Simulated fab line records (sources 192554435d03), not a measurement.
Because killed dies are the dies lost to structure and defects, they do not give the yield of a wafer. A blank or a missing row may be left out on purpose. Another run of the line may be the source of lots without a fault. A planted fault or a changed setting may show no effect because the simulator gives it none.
Code-filled problem report in 8D (eight disciplines) form / flow n5Finfet / the parts of the form that need people (team, actions taken, sign-off) are left out

1. WHAT IS WRONG
At N5_BEOL_M2_PECVD_72, susceptorTempC averages 404.17 C over 6 wafers from 2 lots, while fault-free wafers read 400.01 C, standard deviation 0.24. That puts it +17 standard deviations away from the usual mean.
The step: deposits SiO2 from TEOS/O2, target thk 16 nm, time 18 s.
The first sign was on wafer L773.3 at day 9 19:53, on pecvd-04. The record has a number at this step for 12 wafers belonging to 4 lots. Rule for "out", or "out of limits": more than 4 standard deviations from the usual mean. The other wafers with a number count as sound.

2. WHAT IT IS AND WHAT IT IS NOT
question=which readings at this step | is=susceptorTempC | is not=heaterPowerW, showerheadPlenumPTorr, throttleValvePct
question=which lots | is=L773, L776 | is not=L780, L785
question=which wafers of those lots | is=all that have a number | is not=-
question=read on which tools | is=pecvd-04 | is not=pecvd-01
question=when | is=from day 9 19:53 | is not=up to then (0 sound wafers); but 6 sound wafers of L780, L785 came after

3. THE SUSPECTS, EACH WITH WHAT RULES IT OUT
Counting: a tool at a process step up to the reading stays a suspect if it ran every lot that is out and no sound lot after the first of them.
- pecvd-04 at N5_BEOL_M2_PECVD_72 (deposits SiO2 from TEOS/O2, target thk 16 nm, time 18 s): ruled out as a lasting fault. After its first lot that is out, L773 (day 9 19:53), sound lots L785 ran on it.
Left after counting: nothing in the record.

4. THE CAUSE (what the simulator had put in)
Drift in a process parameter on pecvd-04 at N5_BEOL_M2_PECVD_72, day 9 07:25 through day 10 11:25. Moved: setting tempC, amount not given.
Counting ruled it out, wrongly.

5. THE EFFECT CHAIN, in route order
Each row: a reading where the mean over the struck wafers with a number is more than 3 standard deviations away from the usual. Readings are gone through only where the record gives a usual standard deviation; hours: the median, over the lots, of the time from a lot's start at the first step in this table giving one to that lot's start at this step; sigmas: the change measured in usual standard deviations.
hours=0; step=N5_BEOL_M2_PECVD_72; reading=susceptorTempC; usual=400.01 C; on struck wafers=404.17; change=+4.16; sigmas=+17
It contains these process steps:
- N5_BEOL_M2_PECVD_72: deposits SiO2 from TEOS/O2, target thk 16 nm, time 18 s.
Later steps that measure or inspect, where all struck wafers having a row at the step show a number for every such reading and not one has moved that far: N5_BEOL_M4_RC_MEAS_101.

6. HOW IT WOULD HAVE BEEN CAUGHT EARLIER
First out-of-limits reading in this record: day 9 19:53, which is 12 hours after fault onset at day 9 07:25.
